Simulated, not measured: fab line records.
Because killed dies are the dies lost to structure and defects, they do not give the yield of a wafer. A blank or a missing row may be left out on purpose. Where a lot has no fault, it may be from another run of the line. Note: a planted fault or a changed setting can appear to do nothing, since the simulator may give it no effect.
Chamber matching || flow n5Finfet || pecvd-03 running N5_FIN_SAQP_PECVD_06: 3 sister chambers
The step deposits a-Si from SiH4/He, target thk 60 nm, time 48.1 s. 6 wafers are shown with their chamber, then 8 later ones without.

## WAFERS, EACH WITH ITS CHAMBER
{"wafer": "L087.5", "chamber": 0, "throttleValvePct (%)": 18.9, "showerheadPlenumPTorr (Torr)": 5.70}
{"wafer": "L088.5", "chamber": 2, "throttleValvePct (%)": 17.0, "showerheadPlenumPTorr (Torr)": 5.61}
{"wafer": "L090.1", "chamber": 0, "throttleValvePct (%)": 18.6, "showerheadPlenumPTorr (Torr)": 5.69}
{"wafer": "L090.2", "chamber": 1, "throttleValvePct (%)": 20.0, "showerheadPlenumPTorr (Torr)": 5.70}
{"wafer": "L090.3", "chamber": 2, "throttleValvePct (%)": 16.9, "showerheadPlenumPTorr (Torr)": 5.60}
{"wafer": "L092.4", "chamber": 1, "throttleValvePct (%)": 19.9, "showerheadPlenumPTorr (Torr)": 5.70}

## WAFERS MISSING THEIR CHAMBER
{"wafer": "L092.5", "throttleValvePct (%)": 18.7, "showerheadPlenumPTorr (Torr)": 5.71}
{"wafer": "L092.6", "throttleValvePct (%)": 16.8, "showerheadPlenumPTorr (Torr)": 5.61}
{"wafer": "L093.1", "throttleValvePct (%)": 17.2, "showerheadPlenumPTorr (Torr)": 5.60}
{"wafer": "L093.4", "throttleValvePct (%)": 17.0, "showerheadPlenumPTorr (Torr)": 5.61}
{"wafer": "L093.6", "throttleValvePct (%)": 20.1, "showerheadPlenumPTorr (Torr)": 5.68}
{"wafer": "L097.1", "throttleValvePct (%)": 17.0, "showerheadPlenumPTorr (Torr)": 5.60}
{"wafer": "L097.3", "throttleValvePct (%)": 20.1, "showerheadPlenumPTorr (Torr)": 5.69}
{"wafer": "L097.6", "throttleValvePct (%)": 19.8, "showerheadPlenumPTorr (Torr)": 5.69}

## WHICH CHAMBER EACH WENT THROUGH
{"wafer": "L092.5", "from the rows above": 0, "in truth": 0}
{"wafer": "L092.6", "from the rows above": 2, "in truth": 2}
{"wafer": "L093.1", "from the rows above": 2, "in truth": 2}
{"wafer": "L093.4", "from the rows above": 2, "in truth": 2}
{"wafer": "L093.6", "from the rows above": 1, "in truth": 1}
{"wafer": "L097.1", "from the rows above": 2, "in truth": 2}
{"wafer": "L097.3", "from the rows above": 1, "in truth": 1}
{"wafer": "L097.6", "from the rows above": 1, "in truth": 1}
Placed correctly: 8 of 8. Left unplaced by these rows: 0. Wrongly placed: 0.
How it was worked out, from the rows above alone: a wafer's distance from a chamber is the root of the sum, over the readings, of the square of ((its reading less the chamber's mean) divided by the reading's scatter). The wafer belongs to the nearest chamber; if the next one is less than 2 further off, it can't be placed. The mean given for a chamber averages the wafers shown for that chamber. The scatter is the square root of a quotient: the sum, over the shown wafers, of each reading's squared deviation from its chamber's mean, divided by wafers minus chambers.
